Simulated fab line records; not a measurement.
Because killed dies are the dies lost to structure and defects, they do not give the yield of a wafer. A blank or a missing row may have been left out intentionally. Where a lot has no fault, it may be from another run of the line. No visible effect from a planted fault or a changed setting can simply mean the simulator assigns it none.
Code-filled problem report in 8D (eight disciplines) form || flow n5-finfet || the parts of the form that need people (team, actions taken, sign-off) are left out

== 1. THE ISSUE ==
Wafers without a fault read 1499.9 rpm, standard deviation 1; spin-speed-rpm at N5_BEOL_M11_COAT_63 reads a mean of 1454.6 rpm on 6 wafers belonging to 2 lots. That puts it -45 standard deviations away from the usual mean.
The step: time 60 s, resist thk 100 nm.
Earliest sighting: wafer L904.3 on litho-track-02 at day 15 09:35. At this step, 33 wafers from 11 lots have a number in the record. Rule for "out", or "out of limits": more than 4 standard deviations from the usual mean. The other wafers with a number count as sound.

== 2. WHAT IT IS; WHAT IT IS NOT ==
{"question": "which readings at this step", "is": "spin-speed-rpm", "is not": "resist-line-temp-C"}
{"question": "which lots", "is": "L901, L904", "is not": "L896, L909, L910, L911, L913, L915, L917, L918, L919"}
{"question": "which wafers of those lots", "is": "all that have a number", "is not": "-"}
{"question": "read on which tools", "is": "litho-track-02", "is not": "litho-track-01"}
{"question": "when", "is": "from day 15 09:35", "is not": "up to then (3 sound wafers); but 24 sound wafers of L909, L910, L911, L913, L915, L917, L918, L919 came after"}

== 3. SUSPECTS, AND WHAT RULES EACH OUT ==
Counting: a tool at a process step up to the reading stays a suspect if it ran every lot that is out and no sound lot after the first of them.
- rie-diel-06 at N5_BEOL_M11_DESCUM_16 (chemistry O2, time 7.9 s): ruled out as a lasting fault. The sound lots L918, L915 went through it after L904, its earliest lot that is out (day 15 08:22).
- rie-diel-06 at N5_BEOL_M11_ETCH_62 (etches SOC in N2/H2, target depth 110 nm, overetch 22 nm, time 165 s): ruled out as a lasting fault. The sound lots L918, L915 went through it after L904, its earliest lot that is out (day 15 08:26).
- litho-track-02 at N5_BEOL_M11_COAT_63 (time 60 s, resist thk 100 nm): ruled out as a lasting fault. The sound lots L909, L915, L917, L919 went through it after L904, its earliest lot that is out (day 15 09:35).
Left after counting: nothing in the record.

== 4. THE CAUSE (what the simulator had put in) ==
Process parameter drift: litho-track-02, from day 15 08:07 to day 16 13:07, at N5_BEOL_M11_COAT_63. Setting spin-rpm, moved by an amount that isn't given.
Counting ruled it out, wrongly.

== 5. THE CHAIN OF EFFECTS, in route order ==
One row per reading whose mean, taken over the struck wafers that have a number, lies over 3 standard deviations from the usual. Only readings whose record carries a usual standard deviation are examined. hours: median over the lots of the time between each lot's start at the first step of this table that gives one and its start at this step. sigmas: the change, counted in usual standard deviations.
{"hours": 0, "step": "N5_BEOL_M11_COAT_63", "reading": "spin-speed-rpm", "usual": "1499.9 rpm", "on struck wafers": 1454.6, "change": -45.3, "sigmas": -45}
It contains these process steps:
- N5_BEOL_M11_COAT_63: time 60 s, resist thk 100 nm.

== 6. HOW IT WOULD HAVE BEEN CAUGHT EARLIER ==
In this record the first reading out of limits was taken at day 15 09:35, 1 hour after the fault began at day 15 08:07.
